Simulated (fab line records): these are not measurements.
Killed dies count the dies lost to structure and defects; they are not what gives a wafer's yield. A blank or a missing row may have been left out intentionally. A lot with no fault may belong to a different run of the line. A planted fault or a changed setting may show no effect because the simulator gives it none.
Split-lot study :: flow n5_finfet :: on a route of 1938 steps: 7 lots, 39 wafers read

## ON THE SPLIT
At N5_MOL_CONTACT_COAG_ETCH_124 (etches SiNx in CH3F/O2, stops on SiOC, target depth 6.5 nm), the setting bias_w was moved away from the recipe's 73 W on 12 of the 39 wafers read, by -13.5% to +7.2%. For the rest of the wafers, this setting stayed at what the recipe calls for.

Reading taken at the split's own step.

## THE READING
rf_vpp_V, in V, at N5_MOL_CONTACT_COAG_ETCH_124 (etches SiNx in CH3F/O2, stops on SiOC, target depth 6.5 nm). On this fab line, fault-free wafers typically give 296 V with a standard deviation of 5.7 V.

wafer: L075.1
tool, chamber at the split: rie_diel-01, 1
bias_w as run, W: 73
against the recipe: recipe
rf_vpp_V, V: 299
against lot-mates on the recipe: -

wafer: L075.2
tool, chamber at the split: rie_diel-01, 0
bias_w as run, W: 73
against the recipe: recipe
rf_vpp_V, V: 299
against lot-mates on the recipe: -

wafer: L075.3
tool, chamber at the split: rie_diel-01, 2
bias_w as run, W: 73
against the recipe: recipe
rf_vpp_V, V: 301
against lot-mates on the recipe: -

wafer: L075.4
tool, chamber at the split: rie_diel-01, 0
bias_w as run, W: 73
against the recipe: recipe
rf_vpp_V, V: 298
against lot-mates on the recipe: -

wafer: L075.5
tool, chamber at the split: rie_diel-01, 1
bias_w as run, W: 73
against the recipe: recipe
rf_vpp_V, V: 299
against lot-mates on the recipe: -

wafer: L075.6
tool, chamber at the split: rie_diel-01, 2
bias_w as run, W: 73
against the recipe: recipe
rf_vpp_V, V: 304
against lot-mates on the recipe: -

wafer: L079.1
tool, chamber at the split: rie_diel-03, 3
bias_w as run, W: 73
against the recipe: recipe
rf_vpp_V, V: 295
against lot-mates on the recipe: -

wafer: L079.2
tool, chamber at the split: rie_diel-03, 0
bias_w as run, W: 73
against the recipe: recipe
rf_vpp_V, V: 298
against lot-mates on the recipe: -

wafer: L079.3
tool, chamber at the split: rie_diel-03, 1
bias_w as run, W: 73
against the recipe: recipe
rf_vpp_V, V: 304
against lot-mates on the recipe: -

wafer: L079.4
tool, chamber at the split: rie_diel-03, 2
bias_w as run, W: 73
against the recipe: recipe
rf_vpp_V, V: 299
against lot-mates on the recipe: -

wafer: L079.5
tool, chamber at the split: rie_diel-03, 3
bias_w as run, W: 73
against the recipe: recipe
rf_vpp_V, V: 295
against lot-mates on the recipe: -

wafer: L079.6
tool, chamber at the split: rie_diel-03, 2
bias_w as run, W: 73
against the recipe: recipe
rf_vpp_V, V: 298
against lot-mates on the recipe: -

wafer: L080.4
tool, chamber at the split: rie_diel-01, 1
bias_w as run, W: 73
against the recipe: recipe
rf_vpp_V, V: 299
against lot-mates on the recipe: -

wafer: L080.5
tool, chamber at the split: rie_diel-01, 1
bias_w as run, W: 73
against the recipe: recipe
rf_vpp_V, V: 298
against lot-mates on the recipe: -

wafer: L080.6
tool, chamber at the split: rie_diel-01, 0
bias_w as run, W: 73
against the recipe: recipe
rf_vpp_V, V: 298
against lot-mates on the recipe: -

wafer: L081.1
tool, chamber at the split: rie_diel-06, 0
bias_w as run, W: 73
against the recipe: recipe
rf_vpp_V, V: 291
against lot-mates on the recipe: -

wafer: L081.2
tool, chamber at the split: rie_diel-06, 3
bias_w as run, W: 63.11
against the recipe: -13.5%
rf_vpp_V, V: 253
against lot-mates on the recipe: -41

wafer: L081.3
tool, chamber at the split: rie_diel-06, 2
bias_w as run, W: 63.11
against the recipe: -13.5%
rf_vpp_V, V: 268
against lot-mates on the recipe: -26

wafer: L081.4
tool, chamber at the split: rie_diel-06, 1
bias_w as run, W: 73
against the recipe: recipe
rf_vpp_V, V: 291
against lot-mates on the recipe: -

wafer: L081.5
tool, chamber at the split: rie_diel-06, 1
bias_w as run, W: 63.11
against the recipe: -13.5%
rf_vpp_V, V: 258
against lot-mates on the recipe: -36

wafer: L081.6
tool, chamber at the split: rie_diel-06, 2
bias_w as run, W: 73
against the recipe: recipe
rf_vpp_V, V: 301
against lot-mates on the recipe: -

wafer: L088.1
tool, chamber at the split: rie_diel-01, 1
bias_w as run, W: 73
against the recipe: recipe
rf_vpp_V, V: 299
against lot-mates on the recipe: -

wafer: L088.2
tool, chamber at the split: rie_diel-01, 0
bias_w as run, W: 63.56
against the recipe: -12.9%
rf_vpp_V, V: 267
against lot-mates on the recipe: -32

wafer: L088.3
tool, chamber at the split: rie_diel-01, 3
bias_w as run, W: 73
against the recipe: recipe
rf_vpp_V, V: 295
against lot-mates on the recipe: -

wafer: L088.4
tool, chamber at the split: rie_diel-01, 2
bias_w as run, W: 73
against the recipe: recipe
rf_vpp_V, V: 303
against lot-mates on the recipe: -

wafer: L088.5
tool, chamber at the split: rie_diel-01, 1
bias_w as run, W: 63.56
against the recipe: -12.9%
rf_vpp_V, V: 268
against lot-mates on the recipe: -31

wafer: L088.6
tool, chamber at the split: rie_diel-01, 0
bias_w as run, W: 63.56
against the recipe: -12.9%
rf_vpp_V, V: 266
against lot-mates on the recipe: -33

wafer: L094.1
tool, chamber at the split: rie_diel-03, 1
bias_w as run, W: 73
against the recipe: recipe
rf_vpp_V, V: 306
against lot-mates on the recipe: -

wafer: L094.2
tool, chamber at the split: rie_diel-03, 0
bias_w as run, W: 73
against the recipe: recipe
rf_vpp_V, V: 298
against lot-mates on the recipe: -

wafer: L094.3
tool, chamber at the split: rie_diel-03, 3
bias_w as run, W: 78.27
against the recipe: +7.2%
rf_vpp_V, V: 312
against lot-mates on the recipe: +11

wafer: L094.4
tool, chamber at the split: rie_diel-03, 2
bias_w as run, W: 78.27
against the recipe: +7.2%
rf_vpp_V, V: 316
against lot-mates on the recipe: +15

wafer: L094.5
tool, chamber at the split: rie_diel-03, 2
bias_w as run, W: 73
against the recipe: recipe
rf_vpp_V, V: 299
against lot-mates on the recipe: -

wafer: L094.6
tool, chamber at the split: rie_diel-03, 3
bias_w as run, W: 78.27
against the recipe: +7.2%
rf_vpp_V, V: 312
against lot-mates on the recipe: +11

wafer: L097.1
tool, chamber at the split: rie_diel-01, 1
bias_w as run, W: 67.49
against the recipe: -7.5%
rf_vpp_V, V: 283
against lot-mates on the recipe: -15

wafer: L097.2
tool, chamber at the split: rie_diel-01, 3
bias_w as run, W: 67.49
against the recipe: -7.5%
rf_vpp_V, V: 280
against lot-mates on the recipe: -18

wafer: L097.3
tool, chamber at the split: rie_diel-01, 0
bias_w as run, W: 73
against the recipe: recipe
rf_vpp_V, V: 298
against lot-mates on the recipe: -

wafer: L097.4
tool, chamber at the split: rie_diel-01, 0
bias_w as run, W: 67.49
against the recipe: -7.5%
rf_vpp_V, V: 279
against lot-mates on the recipe: -19

wafer: L097.5
tool, chamber at the split: rie_diel-01, 3
bias_w as run, W: 73
against the recipe: recipe
rf_vpp_V, V: 297
against lot-mates on the recipe: -

wafer: L097.6
tool, chamber at the split: rie_diel-01, 1
bias_w as run, W: 73
against the recipe: recipe
rf_vpp_V, V: 298
against lot-mates on the recipe: -

THE FIT
A straight line over all 39 wafers: rf_vpp_V changes by +2.53 V for each +1% of bias_w; r = +0.97; the points scatter about the line by 3.8 V.
The same after taking each lot's own level away (the mean of its wafers on the recipe; 39 wafers): +2.36 V for each +1%; r = +0.97; scatter 3.4 V.
Per that fit: largest bias_w move, reading shift of 32 V.
Measured against the standard deviation above, the lots' own levels, which go from 294.3 to 301.0 V, span 1.2 times it.
The two slopes are in agreement: the lot-to-lot level therefore moves the slope only a little.
Check: with one of the wafers moved furthest among these (-13.5%) left out of the fit, the line predicts -31.2 V for it against its lot-mates. Against them it came out at -41.3 V.
Tool readings at the split's step, against how far the setting was moved: rf_vpp_V r = +0.97.

## OTHER SPLITS APPLIED TO THESE WAFERS
Note: prior to the reading, these wafers also went through further splits. Each is held against what the fit with the lots' levels taken away leaves over:
other split on the same wafers: N5_DUMMY_GATE_ETCH_37 source_w
wafers away from the commonest value: 12
r with rf_vpp_V (lot level and that fit taken away): +0.11

other split on the same wafers: N5_HKMG_FIN_CVD_62 temp_c
wafers away from the commonest value: 18
r with rf_vpp_V (lot level and that fit taken away): -0.01

other split on the same wafers: N5_HKMG_FIN_ETCH_31 bias_w
wafers away from the commonest value: 15
r with rf_vpp_V (lot level and that fit taken away): -0.01

other split on the same wafers: N5_MOL_CONTACT_COAG_ALD_27 time_s
wafers away from the commonest value: 12
r with rf_vpp_V (lot level and that fit taken away): -0.12

## THE FILE'S OWN FIT
rf_vpp_V changes by +2.4 V for each +1% of bias_w, r = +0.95.
